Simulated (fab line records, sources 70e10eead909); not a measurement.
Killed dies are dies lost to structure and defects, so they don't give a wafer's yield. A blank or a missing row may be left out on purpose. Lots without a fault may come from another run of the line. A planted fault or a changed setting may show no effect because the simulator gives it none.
fab line records | flow nand_harc
record lots=5 wafers=15 last_day=33
route steps=1302 shown P_GATE@170
lots that met no fault: from a run of the same line without faults
start_h: hours from the record's first day to the start of the lot's first wafer shown | wait_h: hours since the lot's step before | " the same as in the row above | L1.1+2: a row that stands for several wafers | - no value, or no start given | * or withheld: withheld | < > ~ a bound
route shown NAME@n: a module of which the file shows steps, and the number in the route of the first | usual: mean/standard deviation of fault-free wafers | same: alike in all rows | chamber/n: place in a boat | sites: the reading at each site | _std_site: their standard deviation | _edge_site: outer sites' mean less inner sites' | radius_mm: how far each site lies from the wafer's centre | mask NAME#n: copy n | behind: the tool/chamber that last shaped the wafer | hold: why the lot was held/for how many hours/how that ended | device: the transistor (n, p or np) that didn't switch | end of line: the same wafers' tests at the end of the route | a step without rows: its recipe alone | killed: dies lost to structure and defects at the first sort, not the wafer's yield | map: a wafer's dies, x killed, . not, _ none there
set.NAME: the setting as run; set.NAME@STEP: as run at that earlier step | model.NAME: the simulator's own value behind a step, which no gauge read
lots at some steps of the route; a table a step, a row a wafer
services: from which hour (start_h, from the record's first day; less than 0 if before it) a tool's chamber was out of use, for how many hours, and why
## steps
# step NHARC_P_GATE_CD_MEAS_46
# recipe target_cd_nm=720 landing_energy_ev=500
# usual cd_nm=719.4/1.5
# same landing_energy_ev=500
# columns lot.wafer tool chamber start_h wait_h cd_nm
L542.1 cd_sem-02 0 156.05 - 719.8
L542.2 " 0 " " 719.5
L542.4 " 0 " " 718.7
L547.1 cd_sem-02 0 210.54 - 716.3
L547.4 " 0 " " 718.8
L547.5 " 0 " " 720.5
L555.3 cd_sem-02 0 289.79 - 718.5
L555.4 " 0 " " 721.2
L555.6 " 0 " " 718.6
L557.2 cd_sem-01 0 306.07 - 718.3
L557.3 " 0 " " 719.7
L557.6 " 0 " " 719.8
L558.1 cd_sem-03 0 322.83 - 720.8
L558.3 " 0 " " 719.5
L558.4 " 0 " " 720.5
# step NHARC_P_GATE_HARDBAKE_47
# recipe temp_c=125 time_s=80
# step NHARC_P_GATE_DESCUM_48
# recipe time_s=3 o2_flow_sccm=200 ar_flow_sccm=0 bias_power_w=0 chemistry=O2
# usual drypump_motor_current_A=5.8/0.48 oes_product_au=0.996/0.011 rf_vpp_V=57.8/0.94 showerhead_plenum_p_Torr=1.93/0.072 throttle_valve_pct=11.311/0.0084
# columns lot.wafer tool chamber start_h wait_h drypump_motor_current_A oes_product_au rf_hours_counter_h rf_vpp_V showerhead_plenum_p_Torr throttle_valve_pct
L542.1 rie_diel-02 1 156.21 - 4.9 1.002 9.4 58.2 1.86 11.291
L542.2 " 3 " " 5.5 0.989 9.6 56.4 1.82 11.306
L542.4 " 0 " " 6.6 0.979 9.3 57.2 1.84 11.310
L547.1 rie_diel-13 2 210.71 - 5.5 0.999 2.0 58.9 2.00 11.318
L547.4 " 3 " " 5.1 0.999 2.1 59.1 1.97 11.302
L547.5 " 2 " " 5.5 0.996 - 57.4 2.00 11.325
L555.4 rie_diel-02 3 289.95 - 5.5 0.984 2.9 57.8 1.82 11.314
L555.3 " 0 " " 6.6 0.979 3.1 56.3 1.83 11.314
L555.6 " 3 " " 5.5 0.979 - 56.3 1.82 11.328
L557.3 rie_diel-09 3 306.23 - 6.3 0.982 11.1 56.2 1.85 11.315
L557.2 " 2 " " 6.1 0.987 10.1 56.8 1.94 11.301
L557.6 " 3 " " 6.3 0.988 - 58.7 1.85 11.305
L558.4 rie_diel-13 0 322.99 - 6.2 1.007 7.3 58.3 1.86 11.285
L558.1 " 1 " " 5.4 1.009 7.2 59.4 1.99 11.303
L558.3 " 2 " " 5.5 0.988 7.4 58.3 2.00 11.326
# step NHARC_P_GATE_IMPLANT_49
# recipe energy_kev=30 dose_cm2=3e+15 tilt_deg=7
# step NHARC_P_GATE_STRIP_111
# recipe power_w=1500 temp_c=110 time_s=250 chemistry=N2/H2
# usual drypump_motor_current_A=6.20/0.21 heater_power_w=90/9.5
# columns lot.wafer tool chamber start_h wait_h drypump_motor_current_A heater_power_w rf_hours_counter_h
L542.1 plasma_asher-02 0 156.66 0.2 6.32 96 17
L542.2 " 1 " " 6.48 101 17
L542.4 " 0 " " 6.34 97 -
L547.1 plasma_asher-02 0 211.12 0.2 6.29 100 29
L547.4 " 1 " " 6.46 100 -
L547.5 " 1 " " 6.43 101 -
L555.3 plasma_asher-01 1 290.41 0.2 6.17 79 -
L555.4 " 0 " " 5.87 83 -
L555.6 " 0 " " 5.88 84 -
L557.2 plasma_asher-02 1 306.60 0.2 6.46 100 9
L557.3 " 0 " " 6.30 97 -
L557.6 " 0 " " 6.30 98 -
L558.1 plasma_asher-01 0 323.36 0.2 5.88 82 30
L558.3 " 0 " " 5.86 84 -
L558.4 " 1 " " 6.16 79 -
# step NHARC_P_GATE_STRIP_75
# recipe power_w=1500 temp_c=250 chemistry=O2
# usual drypump_motor_current_A=6.20/0.21 heater_power_w=339/37
# columns lot.wafer tool chamber start_h wait_h drypump_motor_current_A heater_power_w rf_hours_counter_h
L542.1 plasma_asher-02 0 156.95 0.2 6.31 371 17
L542.2 " 1 " " 6.43 386 17
L542.4 " 0 " " 6.29 365 -
L547.1 plasma_asher-02 0 211.38 0.2 6.30 375 29
L547.4 " 1 " " 6.46 381 -
L547.5 " 1 " " 6.46 373 -
L555.3 plasma_asher-01 1 290.63 0.2 6.19 290 -
L555.4 " 0 " " 5.87 305 -
L555.6 " 0 " " 5.87 313 -
L557.2 plasma_asher-02 1 306.90 0.2 6.45 360 10
L557.3 " 0 " " 6.29 356 -
L557.6 " 0 " " 6.30 359 -
L558.1 plasma_asher-01 0 323.66 0.3 5.88 320 30
L558.3 " 0 " " 5.89 311 -
L558.4 " 1 " " 6.17 286 -
# step NHARC_P_GATE_STRIP_50
# recipe time_s=900 temp_c=130 chemistry=SPM
# step NHARC_P_GATE_DEHYDRATE_51
# recipe temp_c=150 time_s=120
# step NHARC_P_GATE_HMDS_52
# recipe time_s=30
# step NHARC_P_GATE_COAT_53
# recipe spin_rpm=3000
# step NHARC_P_GATE_SOFTBAKE_54
# recipe temp_c=122 time_s=95
# step NHARC_P_GATE_EBR_55
# step NHARC_P_GATE_EXPOSE_56
# recipe na=0.6 target_cd_nm=720 dose_mj=14.81 mask_id=P_PSD
# columns lot.wafer tool chamber start_h wait_h mask
L542.1+2+4 krf_scanner-04 0 157.73 - P_PSD#0
L547.1+4+5 krf_scanner-01 0 212.14 - P_PSD_R1#0
L555.3+4+6 krf_scanner-03 0 291.39 - P_PSD#0
L557.2+3+6 krf_scanner-01 0 307.67 - P_PSD#0
L558.1+3+4 krf_scanner-01 0 324.30 - P_PSD#0
# step NHARC_P_GATE_PEB_57
# recipe peb_temp_c=118 peb_time_s=85
# step NHARC_P_GATE_DEVELOP_58
# recipe time_s=70
# step NHARC_P_GATE_CD_MEAS_59
# recipe target_cd_nm=720 landing_energy_ev=500
# usual cd_nm=718.9/2.3
# same landing_energy_ev=500
# columns lot.wafer tool chamber start_h wait_h cd_nm
L542.1 cd_sem-01 0 157.88 - 719.0
L542.2 " 0 " " 717.4
L542.4 " 0 " " 720.1
L547.1 cd_sem-03 0 212.29 - 728.7
L547.4 " 0 " " 726.0
L547.5 " 0 " " 724.3
L555.3 cd_sem-02 0 291.54 - 719.8
L555.4 " 0 " " 720.9
L555.6 " 0 " " 722.1
L557.2 cd_sem-01 0 307.83 - 722.2
L557.3 " 0 " " 723.2
L557.6 " 0 " " 721.3
L558.1 cd_sem-02 0 324.46 - 719.9
L558.3 " 0 " " 720.9
L558.4 " 0 " " 720.6
# step NHARC_P_GATE_HARDBAKE_60
# recipe temp_c=125 time_s=80
## services
# columns tool chamber start_h hours kind
krf_scanner-01 - 140.00 4.0 pm
krf_scanner-04 - 142.08 0.6 repair
rie_diel-09 - 143.10 9.0 pm
krf_scanner-04 - 156.57 0.7 repair
plasma_asher-01 - 165.00 9.0 pm
rie_diel-13 - 165.00 9.0 pm
krf_scanner-01 - 165.13 0.3 repair
krf_scanner-03 - 171.38 2.0 repair
rie_diel-02 2 176.32 5.1 repair
krf_scanner-04 - 182.00 4.0 pm
krf_scanner-01 - 190.88 0.3 repair
krf_scanner-04 - 191.32 0.4 repair
rie_diel-02 - 216.79 9.0 pm
krf_scanner-03 - 224.00 4.0 pm
rie_diel-09 1 225.27 7.2 repair
rie_diel-02 - 245.40 0.6 repair
rie_diel-09 2 248.53 4.6 repair
rie_diel-13 0 251.41 1.9 repair
plasma_asher-02 - 252.29 9.0 pm
plasma_asher-01 - 261.53 0.6 repair
rie_diel-13 3 279.35 7.7 repair
rie_diel-09 2 297.16 7.6 repair
krf_scanner-01 - 312.00 4.0 pm
rie_diel-13 0 314.81 3.6 repair
## key
first_sign step=NHARC_P_GATE_EXPOSE_56 reading=mask direction=changed
effect step=NHARC_P_GATE_CD_MEAS_59 reading=cd_nm direction=up sigmas=3.3 usual=718.9 struck=726.4
met_at NHARC_P_GATE_EXPOSE_56
struck_wafers L547.1,L547.4,L547.5
tester_left_out L547
fault kind=wrong_mask tool=any chamber=- onset_h=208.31 steps=NHARC_P_GATE_EXPOSE_56 aux_copy=P_PSD_R1#0 cd_offset_nm=7.3819 scope=struck_lots_only
# tester_left_out: of these lots the tester's yield and bins aren't shown, on N5 and GAA mostly nor the transistor test; their killed dies are dies lost to structure and defects alone, not to doping, threshold or leakage, so they don't give the yield
